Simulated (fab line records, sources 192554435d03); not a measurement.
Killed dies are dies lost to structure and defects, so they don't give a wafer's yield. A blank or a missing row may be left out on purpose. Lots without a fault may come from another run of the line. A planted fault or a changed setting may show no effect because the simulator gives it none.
A struck lot beside a sound one | flow n5_finfet | 16 steps out of a route of 1938
Sound: wafers L844.1, L844.4, L844.5. Struck: wafer L854.4. (L854.2 of the same lot was not struck and is left out.) The cause comes at the end.
At each step with rows: each side's tool, then ch and its chambers, then its first start. Under that, the readings that differ: sound wafers | struck wafers | difference of the means | sigmas: that difference in standard deviations of wafers without a fault.
alike: readings whose means differ by less than 2 such deviations, and words and numbers that are the same on both sides. not compared: withheld readings, readings that some wafer has no value for, bounds like >300 that may hide the same value, and numbers for which the record gives no deviation and whose values overlap.
The two part at a step that has a row with sigmas, a row that says differs or no value, or rows on one side only. Numbers that don't overlap but have no deviation are shown without sigmas and don't part them. A reading that every wafer of one side lacks parts them only if that side has two wafers or more.

first, 2 steps without rows for these wafers: N5_HKMG_FIN_STRIP_34 (strips in CF4); N5_HKMG_FIN_ETCH_35 (etches SOC in N2/H2, target depth 215.8 nm, time 243.4 s).
N5_HKMG_FIN_STRIP_92: strips SOC in N2/H2, time 20 s.
  sound on rie_diel-05 ch 1,3, day 5 03:18; struck on rie_diel-05 ch 3, day 7 14:14
  alike: drypump_motor_current_A, n2_flow_sccm, oes_product_au, rf_vpp_V, showerhead_plenum_p_Torr, throttle_valve_pct
  not compared: rf_hours_counter_h
then, 1 step without rows for these wafers: N5_HKMG_FIN_WET_ETCH_18 (etches TiN in SC1, time 55 s, target depth 5.2 nm, rinse time 30 s).
N5_HKMG_FIN_STRIP_19: strips in N2/H2, time 360 s.
  sound on plasma_asher-01 ch 0,1, day 5 03:26; struck on plasma_asher-01 ch 1, day 7 14:26
  alike: drypump_motor_current_A, heater_power_w, n2_flow_sccm
  not compared: rf_hours_counter_h
N5_HKMG_FIN_ALD_91: deposits TiN, target thk 1 nm, pulse time 1 s, purge time 3 s.
  sound on ald_metal-02 ch 1,3, day 5 03:50; struck on ald_metal-01 ch 3, day 7 14:50
  alike: chamber_pressure_Torr, heater_power_w, precursor_pulse_height_rel
  not compared: ald_cycles
then, 1 step without rows for these wafers: N5_HKMG_FIN_COAT_85 (time 60 s, resist thk 300 nm).
N5_HKMG_FIN_ETCH_86: etches SOC in N2/H2, stops on TiN, target depth 393.2 nm.
  sound on rie_diel-02 ch 0,1,2, day 5 04:10; struck on rie_diel-04 ch 1, day 7 15:10
  reading             | sound             | struck | difference | sigmas
  n2_flow_sccm (sccm) | 199.7 198.7 199.8 | 201.3  | +1.9       | +3
  alike: drypump_motor_current_A, oes_product_au, rf_vpp_V, showerhead_plenum_p_Torr, throttle_valve_pct
  not compared: rf_hours_counter_h
then, 2 steps without rows for these wafers: N5_HKMG_FIN_STRIP_89 (strips SOC in N2/H2, time 20 s); N5_HKMG_FIN_WET_ETCH_87 (etches TiN in SC1, time 154.2 s, target depth 4.7 nm, rinse time 30 s).
N5_HKMG_FIN_STRIP_88: strips in N2/H2, time 360 s.
  sound on plasma_asher-02 ch 0,1, day 5 04:25; struck on plasma_asher-02 ch 0, day 7 15:26
  alike: drypump_motor_current_A, heater_power_w, n2_flow_sccm
  not compared: rf_hours_counter_h
then, 1 step without rows for these wafers: N5_HKMG_FIN_NWFM_ALD_20 (deposits TiAlC, target thk 2 nm, pulse time 3 s, purge time 2 s).
N5_HKMG_FIN_ALD_71: deposits TiN, target thk 1 nm, pulse time 1 s, purge time 3 s.
  sound on ald_metal-01 ch 1,2, day 5 04:55; struck on ald_metal-01 ch 1, day 7 16:00
  reading    | sound    | struck | difference | sigmas
  ald_cycles | 47 47 47 | 55     | +8         |
  alike: chamber_pressure_Torr, heater_power_w, precursor_pulse_height_rel
then, 1 step without rows for these wafers: N5_HKMG_FIN_COAT_66 (time 60 s, resist thk 300 nm).
-- the record jumps here: 4 days lie between the struck wafers' starts before and after (it left off in module HKMG_FIN and takes up again in module BEOL_M4, whose first step shown is number 1111 of the route) --
N5_BEOL_M4_RC_MEAS_101:
  sound on prober-02 ch 0, day 8 17:53; struck on prober-01 ch 0, day 11 15:24
  reading        | sound             | struck | difference | sigmas
  DIBL_N (mV/V)  | 33.6 34.8 33.9    | 38.4   | +4.3       | +3
  DIBL_P (mV/V)  | 32.2 34.9 33.5    | 39.7   | +6.2       | +3
  IOFF_N (nA/um) | 0.115 0.135 0.119 | 0.207  | +0.084     | +3
  IOFF_P (nA/um) | 0.14 0.18 0.16    | 0.31   | +0.15      | +4
  ION_N (uA/um)  | 648 660 656       | 689    | +34        | +3
  ION_P (uA/um)  | 443 455 445       | 473    | +25        | +3
  SS_P (mV/dec)  | 72.3 72.5 72.9    | 74.5   | +1.9       | +3
  VT_N (mV)      | 255.8 251.2 254.5 | 242.9  | -10.9      | -4
  VT_P (mV)      | -256 -254 -256    | -240   | +15        | +4
  alike: SS_N
-- the record jumps here: 4 days lie between the struck wafers' starts before and after (it left off in module BEOL_M4 and takes up again in module PASSIVATION, whose first step shown is number 1936 of the route) --
N5_PASSIVATION_PROBE_49:
  the record has rows for the struck wafers here (prober-01, day 16 02:26) and none for the sound ones

WHERE THEY PART
First at N5_HKMG_FIN_ETCH_86; last, within this record, at N5_PASSIVATION_PROBE_49.

WHY: what the simulator had put in
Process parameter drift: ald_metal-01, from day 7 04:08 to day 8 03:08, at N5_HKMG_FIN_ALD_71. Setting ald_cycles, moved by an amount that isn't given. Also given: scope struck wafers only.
